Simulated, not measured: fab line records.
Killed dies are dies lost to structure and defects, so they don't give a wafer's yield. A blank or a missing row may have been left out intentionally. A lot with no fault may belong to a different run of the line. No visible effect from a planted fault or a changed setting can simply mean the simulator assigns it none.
Struck lot and sound lot, side by side | flow nand_harc | 14 steps out of a route of 1159
Sound: the wafers L610.1, L610.4, L610.5. Struck: wafers L612.3, L612.6. At the end, the cause is stated.
At each step with rows: each side's tool, then ch and its chambers, then its first start. Under that, the readings that differ: sound wafers | struck wafers | difference of the means | sigmas: that difference in standard deviations of wafers without a fault.
alike: same words and numbers on both sides, and readings whose means sit less than 2 such deviations apart. not compared: any withheld reading, any reading some wafer has no value for, any bound like >300 that may hide the same value, and any number with overlapping values for which the record gives no deviation.
A row with sigmas, a row that says differs or no value, or rows on one side alone: a step with any of these is where the two part. Numbers that don't overlap but have no deviation are shown without sigmas and don't part them. Lack of a reading on every wafer of one side parts them only where that side has two or more wafers.

first, 3 steps without rows for these wafers: NHARC_A_SLIT_EXPOSE_06 (exposes mask SLIT); NHARC_A_SLIT_PEB_07 (peb time 65 s); NHARC_A_SLIT_DEVELOP_08 (develop time 35 s).
NHARC_A_SLIT_CD_MEAS_09: target cd 300 nm.
  sound on cd_sem-03 ch 0, day 17 14:25; struck on cd_sem-01 ch 0, day 18 08:54
  alike: cd_nm
NHARC_A_SLIT_OVL_MEAS_10:
  sound: overlay-02 at day 17 14:31; struck: overlay-01 at day 18 08:59
  alike: overlay_x_nm, overlay_y_nm
NHARC_A_SLIT_INSPECT_11:
  sound: defect_inspect-01 at day 17 14:32; struck: defect_inspect-01 at day 18 09:01
  alike: raw_defect_count
NHARC_A_SLIT_DESCUM_14: chemistry O2, time 3 s.
  sound on rie_diel-09 ch 1,2, day 17 14:37; struck on rie_diel-10 ch 0,3, day 18 09:06
  alike: drypump_motor_current_A, oes_product_au, rf_vpp_V, showerhead_plenum_p_Torr, throttle_valve_pct
  not compared: rf_hours_counter_h
NHARC_A_SLIT_ETCH_24: etches the open film in CF4/CHF3, target depth 121 nm, time 60.5 s.
  sound on rie_diel-09 ch 1,2, day 17 14:42; struck on rie_diel-10 ch 1,3, day 18 09:11
  alike: chf3_flow_sccm, drypump_motor_current_A, oes_product_au, rf_vpp_V, showerhead_plenum_p_Torr, throttle_valve_pct
  not compared: rf_hours_counter_h
then, 1 step without rows for these wafers: NHARC_A_SLIT_ETCH_15 (etches the open film in O2/COS, target depth 3200 nm, time 832 s).
NHARC_A_SLIT_ETCH_17: etches the open film in C4F8/O2/Ar, time 1687.5 s, target depth 10100 nm.
  sound on har_etch-02 ch 0, day 17 15:37; struck on har_etch-01 ch 0,1, day 18 10:36
  reading                         | sound          | struck    | difference | sigmas
  showerhead_plenum_p_Torr (Torr) | 3.54 3.54 3.54 | 3.78 3.78 | +0.24      | +2
  alike: drypump_motor_current_A, throttle_valve_pct
  not compared: rf_hours_counter_h
NHARC_A_SLIT_ETCH_26: etches the open film in C4F8/O2/Ar, time 90 s, target depth 400 nm.
  sound on har_etch-02 ch 0, day 17 16:52; struck on har_etch-01 ch 0,1, day 18 11:26
  reading                         | sound          | struck    | difference | sigmas
  showerhead_plenum_p_Torr (Torr) | 3.57 3.57 3.57 | 3.81 3.81 | +0.24      | +2
  alike: drypump_motor_current_A, throttle_valve_pct
  not compared: rf_hours_counter_h
then, 1 step without rows for these wafers: NHARC_A_SLIT_STRIP_28 (strips in O2/COS).
NHARC_A_SLIT_ETCH_29: etches the open film in CF4/O2, target depth 100 nm, overetch 10 nm, time 55 s.
  sound on rie_diel-09 ch 0,1,3, day 17 17:27; struck on rie_diel-07 ch 0,2, day 18 11:58
  reading                     | sound             | struck      | difference | sigmas
  drypump_motor_current_A (A) | 6.5 5.9 6.2       | 5.7 5.1     | -0.8       | -2
  oes_product_au (a.u.)       | 1.011 1.005 1.020 | 0.940 0.942 | -0.071     | -6
  alike: rf_vpp_V, showerhead_plenum_p_Torr, throttle_valve_pct
  not compared: rf_hours_counter_h
NHARC_A_SLIT_STRIP_18: strips in O2.
  sound: rie_diel-09 ch 1,3; struck: rie_diel-07 ch 1,2
  reading      | sound          | struck    | difference | sigmas
  rf_vpp_V (V) | 56.9 56.9 56.6 | 59.2 59.3 | +2.5       | +3
  alike: drypump_motor_current_A, oes_product_au, showerhead_plenum_p_Torr, throttle_valve_pct
  not compared: rf_hours_counter_h

== WHERE THEY PART ==
First at NHARC_A_SLIT_ETCH_17; last, within this record, at NHARC_A_SLIT_STRIP_18.

WHY: the cause the simulator had injected
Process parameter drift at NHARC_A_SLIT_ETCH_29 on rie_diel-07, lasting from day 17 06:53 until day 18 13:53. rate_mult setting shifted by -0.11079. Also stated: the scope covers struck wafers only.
